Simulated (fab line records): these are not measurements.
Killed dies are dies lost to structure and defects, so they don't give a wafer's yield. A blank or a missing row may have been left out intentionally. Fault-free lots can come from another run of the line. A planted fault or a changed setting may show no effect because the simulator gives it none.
Matching of chambers + flow n5 finfet + N5_BEOL_M1_ILD_DEP_00 on pecvd-04 has 3 sister chambers
The step deposits SiOC from DEMS/O2, target thk 79 nm, time 15.3 s. 6 wafers are shown with their chamber, then 9 later ones without.

== EACH WAFER AND ITS CHAMBER ==
| wafer  | chamber | throttle valve pct (%) | showerhead plenum p Torr (Torr) |
|--------|---------|------------------------|---------------------------------|
| L083.3 | 2       | 11.6                   | 5.677                           |
| L083.4 | 0       | 12.1                   | 5.713                           |
| L083.5 | 1       | 11.3                   | 5.684                           |
| L086.2 | 1       | 11.5                   | 5.684                           |
| L086.3 | 0       | 12.4                   | 5.691                           |
| L086.6 | 2       | 11.7                   | 5.668                           |

== WAFERS MISSING THEIR CHAMBER ==
| wafer  | throttle valve pct (%) | showerhead plenum p Torr (Torr) |
|--------|------------------------|---------------------------------|
| L088.1 | 12.0                   | 5.704                           |
| L088.4 | 12.0                   | 5.690                           |
| L088.5 | 11.7                   | 5.673                           |
| L090.2 | 11.5                   | 5.688                           |
| L090.3 | 11.7                   | 5.682                           |
| L090.5 | 12.3                   | 5.690                           |
| L096.1 | 11.2                   | 5.671                           |
| L096.2 | 11.5                   | 5.696                           |
| L096.4 | 12.4                   | 5.695                           |

== CHAMBER TAKEN BY EACH ==
| wafer  | from the rows above          | in truth |
|--------|------------------------------|----------|
| L088.1 | 0                            | 0        |
| L088.4 | can't be placed: 0 or 2 or 1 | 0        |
| L088.5 | can't be placed: 2 or 1      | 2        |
| L090.2 | can't be placed: 1 or 2      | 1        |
| L090.3 | can't be placed: 2 or 1      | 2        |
| L090.5 | 0                            | 0        |
| L096.1 | can't be placed: 1 or 2      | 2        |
| L096.2 | can't be placed: 1 or 2      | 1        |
| L096.4 | 0                            | 0        |
Placed correctly: 3 of 9. Cannot be placed on the basis of these rows: 6; the candidates contain the true chamber in 6. Wrongly placed: 0.
How it was worked out, from the rows above alone: a wafer's distance from a chamber is the root of the sum, over the readings, of the square of ((its reading less the chamber's mean) divided by the reading's scatter). The wafer belongs to the nearest chamber; if the next one is less than 2 further off, it can't be placed. The mean given for a chamber averages the wafers shown for that chamber. The scatter: take each reading less its chamber's mean, square it, sum over the shown wafers, divide by the number of wafers less the number of chambers, and take the root.
